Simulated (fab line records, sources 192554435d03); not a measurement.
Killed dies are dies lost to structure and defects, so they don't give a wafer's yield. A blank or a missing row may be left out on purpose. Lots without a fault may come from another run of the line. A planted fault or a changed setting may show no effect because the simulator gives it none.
Chamber matching | flow n5_finfet | N5_BEOL_M5_CURE_80 on uv_cure-01: 3 sister chambers
The step cures SiCOH lowk, time 120 s. 6 wafers are shown with their chamber, then 11 later ones without.

WAFERS WITH THEIR CHAMBER
wafer  | chamber | wafer_temp_C_max | lamp_power_pct (%)
L080.6 | 0       | 372.4            | 52.31
L085.4 | 2       | 372.5            | 52.26
L085.5 | 2       | 371.8            | 52.34
L088.5 | 1       | 371.8            | 52.30
L088.6 | 1       | 371.8            | 52.20
L089.1 | 0       | 372.6            | 52.30

WAFERS WITHOUT THEIR CHAMBER
wafer  | wafer_temp_C_max | lamp_power_pct (%)
L089.4 | 372.3            | 52.28
L089.6 | 372.1            | 52.37
L093.2 | 371.2            | 52.27
L093.3 | 371.7            | 52.42
L093.5 | 372.1            | 52.32
L094.1 | 372.0            | 52.29
L094.2 | 371.8            | 52.30
L094.3 | 370.8            | 52.29
L094.4 | 371.2            | 52.24
L094.5 | 371.1            | 52.31
L094.6 | 371.5            | 52.35

WHICH CHAMBER EACH WENT THROUGH
wafer  | from the rows above          | in truth
L089.4 | can't be placed: 2 or 0 or 1 | 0
L089.6 | can't be placed: 2 or 0 or 1 | 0
L093.2 | can't be placed: 1 or 2      | 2
L093.3 | can't be placed: 2 or 1 or 0 | 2
L093.5 | can't be placed: 2 or 0 or 1 | 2
L094.1 | can't be placed: 2 or 1 or 0 | 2
L094.2 | can't be placed: 1 or 2 or 0 | 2
L094.3 | can't be placed: 1 or 2      | 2
L094.4 | can't be placed: 1 or 2      | 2
L094.5 | can't be placed: 1 or 2      | 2
L094.6 | can't be placed: 1 or 2 or 0 | 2
Placed correctly: 0 of 11. Can't be placed from these rows: 11 (the true chamber is among the candidates in 11). Placed wrongly: 0.
How it was worked out, from the rows above alone: a wafer's distance from a chamber is the root of the sum, over the readings, of the square of ((its reading less the chamber's mean) divided by the reading's scatter). The wafer belongs to the nearest chamber; if the next one is less than 2 further off, it can't be placed. A chamber's mean is the mean of its shown wafers. The scatter: the root of (the sum of the squares of (reading less its chamber's mean) over the shown wafers, divided by (wafers less chambers)).
